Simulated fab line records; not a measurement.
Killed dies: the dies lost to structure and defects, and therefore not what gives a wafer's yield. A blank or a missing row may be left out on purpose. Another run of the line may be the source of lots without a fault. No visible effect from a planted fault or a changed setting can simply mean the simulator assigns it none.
fab line records | flow n5_finfet | part 2 of 2: steps 4 to 6 of 6
[record] lots = 24 | wafers = 72 | last_day = 18
route steps=1938 shown ZERO_LAYER@14 FIN_SAQP@97 FIN_CUT@166 STI_FIN_REVEAL@208 DUMMY_GATE@218
lots untouched by any fault: they come from a run of this same line in which no faults occurred
start_h: hours from the record's opening day to when the first of the lot's shown wafers began | wait_h: hours from the lot's prior step to this one | " same as the row above | L1.1+2: one row covering several wafers at once | - no value present, or no start provided | * or withheld: withheld | < > ~ a bound
route shown NAME@n: a module of which the file shows steps, and the number in the route of the first | usual: mean/standard deviation taken from wafers without a fault | same: alike in all rows | chamber/n: place in a boat | sites: per-site readings | _std_site: standard deviation of those values | _edge_site: inner sites' mean taken away from outer sites' mean | radius_mm: how far each site lies from the wafer's centre | mask NAME#n: copy n | behind: the tool/chamber that last shaped the wafer | hold: why the lot went on hold/how many hours it stayed there/how the hold came to an end | device: the n, p or np transistor that did not switch | end of line: tests of these same wafers at the route's end | step lacking rows: just its recipe | killed: at the first sort, the dies lost to defects and structure; wafer yield is something else | map: shows each die of a wafer: x if killed, . if not, _ if none is there
set.NAME: setting as actually run; set.NAME@STEP: the setting as run at that earlier step | model.NAME: the simulator's own value behind a step, which no gauge read
one table for each step of the route and one row for each wafer, over a sample of lots
services: a tool's chamber out of use, with start hour (start_h, from the record's first day; less than 0 if before it), hours out, and reason
[[steps]]
[step N5_FIN_CUT_CUT_ETCH_27]
[recipe] chemistry = CHF3/O2 | target = SiO2 | target_depth_a = 40 | mask_material = SOC | overetch_a = 20 | time_s = 4.9 | pressure_mtorr = 30 | source_w = 650 | bias_w = 170 | Ar_flow_sccm = 200 | CHF3_flow_sccm = 50 | O2_flow_sccm = 5 | ion_energy_ev = 200
[usual] CHF3_flow_sccm = 49.99/0.15 | drypump_motor_current_A = 5.6/0.43 | oes_ar_750_au = 0.79/0.091 | oes_product_au = 0.62/0.072 | rf_vpp_V = 528/23 | showerhead_plenum_p_Torr = 2.39/0.06 | throttle_valve_pct = 18.90/0.18
lot.wafer | tool        | chamber | start_h | wait_h | CHF3_flow_sccm | drypump_motor_current_A | oes_ar_750_au | oes_product_au | rf_hours_counter_h | rf_vpp_V | showerhead_plenum_p_Torr | throttle_valve_pct
L074.3    | rie_diel-03 | 3       | 26.90   | 0.0    | 50.03          | 6.4                     | 1.01          | 0.79           | 1                  | 519      | 2.48                     | 18.96
L074.4    | "           | 0       | "       | "      | 49.84          | 5.1                     | 0.74          | 0.60           | 150                | 564      | 2.43                     | 18.94
L074.6    | "           | 0       | "       | "      | 50.04          | 5.1                     | 0.74          | 0.61           | -                  | 563      | 2.43                     | 18.97
L075.1    | rie_diel-04 | 0       | 33.77   | 0.0    | 49.86          | 5.9                     | 0.77          | 0.60           | 141                | 507      | 2.40                     | 18.94
L075.3    | "           | 1       | "       | "      | 49.79          | 5.3                     | 0.77          | 0.59           | 159                | 509      | 2.41                     | 18.76
L075.5    | "           | 1       | "       | "      | 49.64          | 5.2                     | 0.77          | 0.59           | -                  | 508      | 2.41                     | 18.78
L076.1    | rie_diel-03 | 3       | 39.51   | 0.0    | 50.13          | 6.4                     | 0.98          | 0.77           | 4                  | 520      | 2.48                     | 18.98
L076.4    | "           | 0       | "       | "      | 49.86          | 5.1                     | 0.74          | 0.60           | 153                | 565      | 2.43                     | 18.96
L076.6    | "           | 3       | "       | "      | 50.12          | 6.4                     | 0.99          | 0.77           | -                  | 518      | 2.48                     | 18.96
L077.3    | rie_diel-06 | 3       | 45.95   | 0.0    | 49.84          | 6.2                     | 0.97          | 0.77           | 1                  | 532      | 2.48                     | 18.70
L077.4    | "           | 0       | "       | "      | 49.97          | 5.2                     | 0.89          | 0.70           | 32                 | 521      | 2.34                     | 18.52
L077.6    | "           | 0       | "       | "      | 50.05          | 5.2                     | 0.88          | 0.71           | -                  | 520      | 2.34                     | 18.52
L078.2    | rie_diel-04 | 3       | 52.43   | 0.0    | 49.78          | 5.1                     | 0.96          | 0.76           | 6                  | 508      | 2.36                     | 18.65
L078.3    | "           | 0       | "       | "      | 49.97          | 5.9                     | 0.77          | 0.60           | 147                | 504      | 2.40                     | 18.95
L078.6    | "           | 1       | "       | "      | 49.99          | 5.2                     | 0.76          | 0.59           | -                  | 509      | 2.41                     | 18.77
L079.1    | rie_diel-06 | 1       | 57.02   | 0.0    | 49.90          | 5.7                     | 0.74          | 0.61           | 137                | 564      | 2.39                     | 18.88
L079.4    | "           | 0       | "       | "      | 49.95          | 5.2                     | 0.86          | 0.70           | 34                 | 521      | 2.34                     | 18.52
L079.6    | "           | 2       | "       | "      | 50.33          | 6.1                     | 0.72          | 0.57           | -                  | 515      | 2.38                     | 18.90
L080.4    | rie_diel-03 | 3       | 62.94   | 0.0    | 49.85          | 6.4                     | 0.96          | 0.75           | 11                 | 519      | 2.48                     | 18.97
L080.5    | "           | 3       | "       | "      | 49.81          | 6.4                     | 0.95          | 0.74           | -                  | 519      | 2.48                     | 18.97
L080.6    | "           | 0       | "       | "      | 49.87          | 5.1                     | 0.73          | 0.60           | -                  | 566      | 2.43                     | 18.97
L081.3    | rie_diel-06 | 2       | 70.30   | 0.0    | 50.02          | 6.0                     | 0.73          | 0.57           | 188                | 515      | 2.38                     | 18.90
L081.5    | "           | 0       | "       | "      | 50.13          | 5.2                     | 0.87          | 0.69           | -                  | 521      | 2.34                     | 18.53
L081.6    | "           | 1       | "       | "      | 50.05          | 5.7                     | 0.74          | 0.61           | -                  | 563      | 2.39                     | 18.87
L082.2    | rie_diel-06 | 0       | 75.10   | 0.0    | 49.83          | 5.2                     | 0.86          | 0.70           | 39                 | 520      | 2.34                     | 18.54
L082.4    | "           | 3       | "       | "      | 50.12          | 6.2                     | 0.93          | 0.74           | 9                  | 533      | 2.48                     | 18.70
L082.5    | "           | 1       | "       | "      | 49.96          | 5.7                     | 0.74          | 0.60           | -                  | 563      | 2.39                     | 18.88
L083.1    | rie_diel-06 | 0       | 82.78   | 0.0    | 50.04          | 5.2                     | 0.86          | 0.70           | 42                 | 520      | 2.34                     | 18.56
L083.4    | "           | 1       | "       | "      | 50.23          | 5.7                     | 0.74          | 0.59           | 144                | 564      | 2.39                     | 18.88
L083.6    | "           | 1       | "       | "      | 49.86          | 5.7                     | 0.73          | 0.60           | -                  | 563      | 2.39                     | 18.89
L084.1    | rie_diel-03 | 2       | 89.97   | 0.0    | 49.74          | 5.3                     | 0.70          | 0.53           | 227                | 529      | 2.38                     | 18.85
L084.4    | "           | 0       | "       | "      | 50.28          | 5.1                     | 0.72          | 0.59           | 167                | 564      | 2.42                     | 18.98
L084.6    | "           | 1       | "       | "      | 49.98          | 5.4                     | 0.67          | 0.55           | -                  | 556      | 2.28                     | 19.26
L085.1    | rie_diel-03 | 2       | 94.64   | 0.0    | 50.01          | 5.3                     | 0.69          | 0.54           | 228                | 528      | 2.38                     | 18.84
L085.2    | "           | 0       | "       | "      | 49.90          | 5.1                     | 0.72          | 0.60           | 169                | 564      | 2.42                     | 18.99
L085.3    | "           | 3       | "       | "      | 49.75          | 6.4                     | 0.93          | 0.73           | 20                 | 517      | 2.48                     | 18.97
L086.2    | rie_diel-04 | 1       | 101.91  | 0.0    | 49.73          | 5.2                     | 0.75          | 0.58           | 179                | 509      | 2.40                     | 18.79
L086.3    | "           | 2       | "       | "      | 49.96          | 5.7                     | 0.73          | 0.56           | 207                | 500      | 2.30                     | 19.24
L086.4    | "           | 0       | "       | "      | 49.74          | 5.9                     | 0.76          | 0.59           | 161                | 506      | 2.39                     | 18.97
L087.1    | rie_diel-04 | 1       | 107.44  | 0.0    | 49.77          | 5.2                     | 0.75          | 0.58           | 181                | 511      | 2.40                     | 18.78
L087.3    | "           | 2       | "       | "      | 49.81          | 5.7                     | 0.72          | 0.56           | 208                | 498      | 2.30                     | 19.24
L087.5    | "           | 1       | "       | "      | 49.89          | 5.2                     | 0.75          | 0.59           | -                  | 508      | 2.40                     | 18.80
L088.1    | rie_diel-04 | 0       | 115.35  | 0.0    | 50.09          | 5.9                     | 0.75          | 0.59           | 165                | 506      | 2.39                     | 18.98
L088.4    | "           | 3       | "       | "      | 49.99          | 5.2                     | 0.90          | 0.72           | 23                 | 509      | 2.35                     | 18.66
L088.5    | "           | 0       | "       | "      | 49.99          | 5.9                     | 0.76          | 0.59           | -                  | 506      | 2.39                     | 18.98
L089.1    | rie_diel-06 | 1       | 120.52  | 0.0    | 50.13          | 5.7                     | 0.74          | 0.59           | 153                | 563      | 2.38                     | 18.89
L089.5    | "           | 0       | "       | "      | 49.93          | 5.2                     | 0.84          | 0.68           | -                  | 522      | 2.34                     | 18.54
L089.6    | "           | 1       | "       | "      | 50.21          | 5.7                     | 0.72          | 0.60           | -                  | 564      | 2.38                     | 18.89
L090.1    | rie_diel-04 | 0       | 125.59  | 0.0    | 49.97          | 5.9                     | 0.76          | 0.59           | 168                | 505      | 2.39                     | 18.98
L090.3    | "           | 2       | "       | "      | 49.94          | 5.7                     | 0.72          | 0.56           | 213                | 500      | 2.30                     | 19.24
L090.6    | "           | 0       | "       | "      | 50.21          | 5.9                     | 0.75          | 0.58           | -                  | 505      | 2.39                     | 18.98
L091.1    | rie_diel-04 | 1       | 130.26  | 0.0    | 49.91          | 5.3                     | 0.74          | 0.57           | 188                | 509      | 2.40                     | 18.83
L091.2    | "           | 0       | "       | "      | 50.14          | 5.9                     | 0.75          | 0.59           | 170                | 506      | 2.39                     | 18.99
L091.4    | "           | 3       | "       | "      | 50.12          | 5.2                     | 0.90          | 0.71           | 27                 | 507      | 2.35                     | 18.67
L092.1    | rie_diel-04 | 2       | 136.40  | 0.0    | 50.07          | 5.7                     | 0.72          | 0.55           | 217                | 500      | 2.30                     | 19.27
L092.2    | "           | 3       | "       | "      | 50.12          | 5.1                     | 0.89          | 0.71           | 29                 | 509      | 2.35                     | 18.66
L092.3    | "           | 0       | "       | "      | 49.82          | 5.9                     | 0.74          | 0.58           | 172                | 506      | 2.39                     | 18.99
L093.1    | rie_diel-03 | 1       | 142.61  | 0.0    | 49.80          | 5.3                     | 0.92          | 0.74           | 6                  | 568      | 2.57                     | 18.85
L093.3    | "           | 2       | "       | "      | 49.98          | 5.3                     | 0.68          | 0.53           | 244                | 529      | 2.38                     | 18.87
L093.4    | "           | 2       | "       | "      | 49.82          | 5.3                     | 0.69          | 0.52           | -                  | 529      | 2.38                     | 18.86
L094.3    | rie_diel-03 | 3       | 148.38  | 0.0    | 49.96          | 6.4                     | 0.90          | 0.71           | 38                 | 517      | 2.47                     | 19.02
L094.4    | "           | 2       | "       | "      | 50.25          | 5.3                     | 0.68          | 0.53           | -                  | 528      | 2.38                     | 18.87
L094.6    | "           | 0       | "       | "      | 49.88          | 5.1                     | 0.71          | 0.58           | -                  | 564      | 2.42                     | 19.00
L095.2    | rie_diel-06 | 1       | 153.34  | 0.0    | 50.04          | 5.7                     | 0.72          | 0.59           | 164                | 564      | 2.38                     | 18.92
L095.5    | "           | 2       | "       | "      | 50.13          | 6.0                     | 0.71          | 0.57           | -                  | 515      | 2.37                     | 18.95
L095.6    | "           | 3       | "       | "      | 50.12          | 6.2                     | 0.89          | 0.71           | -                  | 533      | 2.47                     | 18.73
L096.3    | rie_diel-06 | 2       | 159.81  | 0.0    | 49.81          | 6.0                     | 0.70          | 0.56           | 213                | 516      | 2.37                     | 18.96
L096.5    | "           | 2       | "       | "      | 50.19          | 6.0                     | 0.70          | 0.56           | -                  | 516      | 2.37                     | 18.94
L096.6    | "           | 1       | "       | "      | 50.11          | 5.7                     | 0.72          | 0.59           | -                  | 565      | 2.38                     | 18.91
L097.2    | rie_diel-03 | 0       | 166.54  | 0.0    | 50.01          | 5.1                     | 0.70          | 0.58           | 191                | 564      | 2.42                     | 19.02
L097.3    | "           | 3       | "       | "      | 50.13          | 6.3                     | 0.88          | 0.70           | 44                 | 517      | 2.47                     | 19.03
L097.5    | "           | 0       | "       | "      | 50.05          | 5.1                     | 0.71          | 0.58           | -                  | 563      | 2.42                     | 19.03
[step N5_STI_FIN_REVEAL_FIN_H_MEAS_10]
[usual] trench_depth_nm = 51.8/0.83
lot.wafer | tool   | chamber | start_h | wait_h | trench_depth_nm
L074.3    | ocd-01 | -       | 35.97   | 0.0    | 51.2
L074.4    | "      | -       | "       | "      | 52.0
L074.6    | "      | -       | "       | "      | 52.4
L075.1    | ocd-01 | -       | 43.66   | 0.0    | 52.0
L075.3    | "      | -       | "       | "      | 52.3
L075.5    | "      | -       | "       | "      | 52.1
L076.1    | ocd-02 | -       | 50.48   | 0.0    | 51.4
L076.4    | "      | -       | "       | "      | 52.8
L076.6    | "      | -       | "       | "      | 51.1
L077.3    | ocd-01 | -       | 55.11   | 0.0    | 51.5
L077.4    | "      | -       | "       | "      | 50.7
L077.6    | "      | -       | "       | "      | 51.4
L078.2    | ocd-01 | -       | 61.60   | 0.0    | 52.0
L078.3    | "      | -       | "       | "      | 51.0
L078.6    | "      | -       | "       | "      | 51.1
L079.1    | ocd-01 | -       | 66.25   | 0.0    | 53.3
L079.4    | "      | -       | "       | "      | 52.0
L079.6    | "      | -       | "       | "      | 53.2
L080.4    | ocd-02 | -       | 73.02   | 0.0    | 52.3
L080.5    | "      | -       | "       | "      | 51.8
L080.6    | "      | -       | "       | "      | 53.1
L081.3    | ocd-02 | -       | 79.45   | 0.0    | 50.9
L081.5    | "      | -       | "       | "      | 50.3
L081.6    | "      | -       | "       | "      | 52.5
L082.2    | ocd-02 | -       | 84.38   | 0.0    | 50.6
L082.4    | "      | -       | "       | "      | 51.2
L082.5    | "      | -       | "       | "      | 50.7
L083.1    | ocd-01 | -       | 91.97   | 0.0    | 50.7
L083.4    | "      | -       | "       | "      | 52.1
L083.6    | "      | -       | "       | "      | 52.3
L084.1    | ocd-02 | -       | 99.15   | 0.0    | 51.9
L084.4    | "      | -       | "       | "      | 51.8
L084.6    | "      | -       | "       | "      | 51.6
L085.1    | ocd-01 | -       | 105.33  | 0.0    | 52.0
L085.2    | "      | -       | "       | "      | 52.2
L085.3    | "      | -       | "       | "      | 53.4
L086.2    | ocd-01 | -       | 111.23  | 0.0    | 51.8
L086.3    | "      | -       | "       | "      | 52.7
L086.4    | "      | -       | "       | "      | 50.9
L087.1    | ocd-01 | -       | 116.50  | 0.0    | 51.6
L087.3    | "      | -       | "       | "      | 51.8
L087.5    | "      | -       | "       | "      | 50.3
L088.1    | ocd-02 | -       | 126.85  | 0.0    | 52.1
L088.4    | "      | -       | "       | "      | 51.7
L088.5    | "      | -       | "       | "      | 52.4
L089.1    | ocd-02 | -       | 129.72  | 0.0    | 52.2
L089.5    | "      | -       | "       | "      | 50.7
L089.6    | "      | -       | "       | "      | 52.6
L090.1    | ocd-02 | -       | 136.27  | 0.0    | 51.1
L090.3    | "      | -       | "       | "      | 50.7
L090.6    | "      | -       | "       | "      | 50.9
L091.1    | ocd-01 | -       | 140.49  | 0.0    | 50.3
L091.2    | "      | -       | "       | "      | 50.1
L091.4    | "      | -       | "       | "      | 51.2
L092.1    | ocd-02 | -       | 146.57  | 0.0    | 51.7
L092.2    | "      | -       | "       | "      | 51.9
L092.3    | "      | -       | "       | "      | 51.3
L093.1    | ocd-02 | -       | 152.64  | 0.0    | 53.0
L093.3    | "      | -       | "       | "      | 51.3
L093.4    | "      | -       | "       | "      | 51.6
L094.3    | ocd-02 | -       | 157.92  | 0.0    | 52.3
L094.4    | "      | -       | "       | "      | 51.5
L094.6    | "      | -       | "       | "      | 51.5
L095.2    | ocd-02 | -       | 162.51  | 0.0    | 52.0
L095.5    | "      | -       | "       | "      | 52.5
L095.6    | "      | -       | "       | "      | 51.6
L096.3    | ocd-01 | -       | 168.86  | 0.0    | 50.7
L096.5    | "      | -       | "       | "      | 50.5
L096.6    | "      | -       | "       | "      | 49.9
L097.2    | ocd-01 | -       | 175.95  | 0.0    | 53.0
L097.3    | "      | -       | "       | "      | 52.0
L097.5    | "      | -       | "       | "      | 53.2
[step N5_DUMMY_GATE_CMP_04]
[recipe] material = a-Si | post_cmp_clean = alkaline_brush
[usual] motor_current_A = 9.8/1.3 | pad_life_wafers = 1099/560 | time_to_endpoint_s = 13/3.3
lot.wafer | tool   | chamber | start_h | wait_h | motor_current_A | pad_life_wafers | time_to_endpoint_s
L074.3    | cmp-02 | 3       | 40.26   | 0.1    | 10.7            | 1856            | 14
L074.4    | "      | 0       | "       | "      | 10.7            | 1857            | 13
L074.6    | "      | 2       | "       | "      | 9.9             | -               | 13
L075.3    | cmp-02 | 3       | 48.12   | 0.0    | 10.2            | 1944            | 16
L075.1    | "      | 1       | "       | "      | 12.4            | 1946            | 21
L075.5    | "      | 0       | "       | "      | 10.8            | -               | 15
L076.1    | cmp-01 | 3       | 54.54   | 0.0    | 8.7             | 936             | 14
L076.4    | "      | 1       | "       | "      | 10.9            | 938             | 13
L076.6    | "      | 3       | "       | "      | 8.7             | -               | 15
L077.4    | cmp-04 | 1       | 59.13   | 0.0    | 7.5             | 318             | 16
L077.3    | "      | 2       | "       | "      | 9.7             | 319             | 9
L077.6    | "      | 1       | "       | "      | 7.5             | -               | 14
L078.2    | cmp-02 | 1       | 67.48   | 0.1    | 12.2            | 2107            | 17
L078.3    | "      | 2       | "       | "      | 10.3            | 2108            | 13
L078.6    | "      | 1       | "       | "      | 11.9            | -               | 18
L079.1    | cmp-04 | 2       | 70.78   | 0.1    | 9.8             | 427             | 12
L079.4    | "      | 3       | "       | "      | 9.6             | 428             | 8
L079.6    | "      | 2       | "       | "      | 9.5             | -               | 13
L080.4    | cmp-04 | 3       | 79.15   | 0.0    | 10.5            | 492             | 7
L080.6    | "      | 3       | "       | "      | 10.3            | -               | 7
L080.5    | "      | 0       | "       | "      | 10.1            | -               | 13
L081.3    | cmp-04 | 0       | 85.78   | 0.1    | 10.1            | 554             | 12
L081.5    | "      | 2       | "       | "      | 9.1             | -               | 8
L081.6    | "      | 3       | "       | "      | 9.9             | -               | 8
L082.2    | cmp-02 | 1       | 88.49   | 0.1    | 12.5            | 151             | 14
L082.4    | "      | 2       | "       | "      | 10.2            | 152             | 7
L082.5    | "      | 0       | "       | "      | 10.5            | -               | 13
L083.1    | cmp-02 | 3       | 98.38   | 0.1    | 10.6            | 205             | 14
L083.4    | "      | 0       | "       | "      | 11.2            | 206             | 11
L083.6    | "      | 2       | "       | "      | 9.8             | -               | 9
L084.1    | cmp-01 | 1       | 105.58  | 0.0    | 11.7            | 1314            | 13
L084.4    | "      | 2       | "       | "      | 7.5             | 1315            | 12
L084.6    | "      | 1       | "       | "      | 11.6            | -               | 15
L085.3    | cmp-01 | 3       | 109.37  | 0.0    | 8.2             | 1332            | 16
L085.2    | "      | 0       | "       | "      | 10.0            | 1333            | 18
L085.1    | "      | 2       | "       | "      | 7.9             | 1335            | 13
L086.2    | cmp-01 | 2       | 117.27  | 0.0    | 8.1             | 1380            | 9
L086.3    | "      | 3       | "       | "      | 8.9             | 1381            | 15
L086.4    | "      | 0       | "       | "      | 10.3            | 1382            | 16
L087.1    | cmp-01 | 0       | 122.18  | 0.0    | 9.9             | 1416            | 18
L087.3    | "      | 1       | "       | "      | 11.1            | 1417            | 18
L087.5    | "      | 1       | "       | "      | 11.2            | -               | 14
L088.1    | cmp-04 | 1       | 130.95  | 0.1    | 7.6             | 901             | 12
L088.4    | "      | 2       | "       | "      | 9.6             | 902             | 9
L088.5    | "      | 0       | "       | "      | 9.7             | -               | 13
L089.1    | cmp-04 | 0       | 134.31  | 0.4    | 9.8             | 951             | 11
L089.5    | "      | 1       | "       | "      | 7.7             | -               | 10
L089.6    | "      | 2       | "       | "      | 9.1             | -               | 7
L090.3    | cmp-04 | 2       | 140.57  | 0.2    | 9.9             | 1026            | 11
L090.1    | "      | 1       | "       | "      | 7.7             | 1029            | 10
L090.6    | "      | 2       | "       | "      | 9.5             | -               | 11
L091.2    | cmp-01 | 3       | 144.55  | 0.1    | 8.5             | 1525            | 16
L091.4    | "      | 0       | "       | "      | 10.6            | 1526            | 18
L091.1    | "      | 1       | "       | "      | 11.3            | 1527            | 12
L092.2    | cmp-01 | 2       | 150.66  | 0.0    | 7.9             | 1578            | 13
L092.1    | "      | 3       | "       | "      | 8.2             | 1579            | 17
L092.3    | "      | 0       | "       | "      | 10.2            | 1580            | 20
L093.3    | cmp-02 | 1       | 156.73  | 0.0    | 11.8            | 732             | 17
L093.1    | "      | 2       | "       | "      | 9.5             | 733             | 12
L093.4    | "      | 0       | "       | "      | 10.4            | 735             | 13
L094.4    | cmp-01 | 1       | 161.98  | 0.0    | 11.2            | 1692            | 15
L094.3    | "      | 0       | "       | "      | 10.4            | 1695            | 19
L094.6    | "      | 1       | "       | "      | 11.1            | -               | 15
L095.2    | cmp-01 | 3       | 167.56  | 0.1    | 8.7             | 1723            | 18
L095.5    | "      | 2       | "       | "      | 8.2             | -               | 12
L095.6    | "      | 3       | "       | "      | 8.2             | -               | 17
L096.3    | cmp-02 | 1       | 172.89  | 0.0    | 11.7            | 864             | 18
L096.6    | "      | 1       | "       | "      | 11.9            | -               | 20
L096.5    | "      | 2       | "       | "      | 10.1            | -               | 15
L097.3    | cmp-02 | 1       | 180.03  | 0.0    | 11.4            | 936             | 14
L097.2    | "      | 3       | "       | "      | 9.9             | 938             | 14
L097.5    | "      | 2       | "       | "      | 10.2            | -               | 10
[[services]]
tool        | chamber | start_h | hours | kind
cmp-01      | -       | -10.99  | 1.6   | repair
cmp-01      | -       | -9.07   | 0.4   | repair
cmp-02      | -       | 5.23    | 9.6   | repair
rie_diel-04 | -       | 7.01    | 0.3   | repair
cmp-01      | -       | 8.82    | 2.5   | repair
rie_diel-03 | 3       | 11.39   | -     | clean
rie_diel-03 | 3       | 11.39   | -     | consumable_replace:focus_ring
rie_diel-03 | 3       | 11.39   | 13.9  | scheduled_down
rie_diel-03 | 3       | 11.39   | 13.9  | vent_cycle
cmp-04      | -       | 16.72   | 40.3  | repair
cmp-02      | -       | 17.71   | 16.2  | repair
cmp-02      | -       | 35.21   | 0.3   | repair
cmp-01      | -       | 58.60   | 0.4   | repair
cmp-02      | -       | 68.77   | 4.0   | pm
rie_diel-06 | -       | 86.87   | 0.4   | repair
rie_diel-03 | 1       | 94.69   | -     | clean
rie_diel-03 | 1       | 94.69   | -     | consumable_replace:focus_ring
rie_diel-03 | 1       | 94.69   | -     | consumable_replace:showerhead
rie_diel-03 | 1       | 94.69   | 23.9  | scheduled_down
cmp-01      | -       | 129.25  | 7.7   | pm
rie_diel-06 | 3       | 133.56  | 10.2  | repair
rie_diel-03 | 1       | 146.18  | 2.5   | repair
cmp-04      | -       | 153.06  | 6.5   | repair
rie_diel-03 | -       | 159.37  | 0.7   | repair
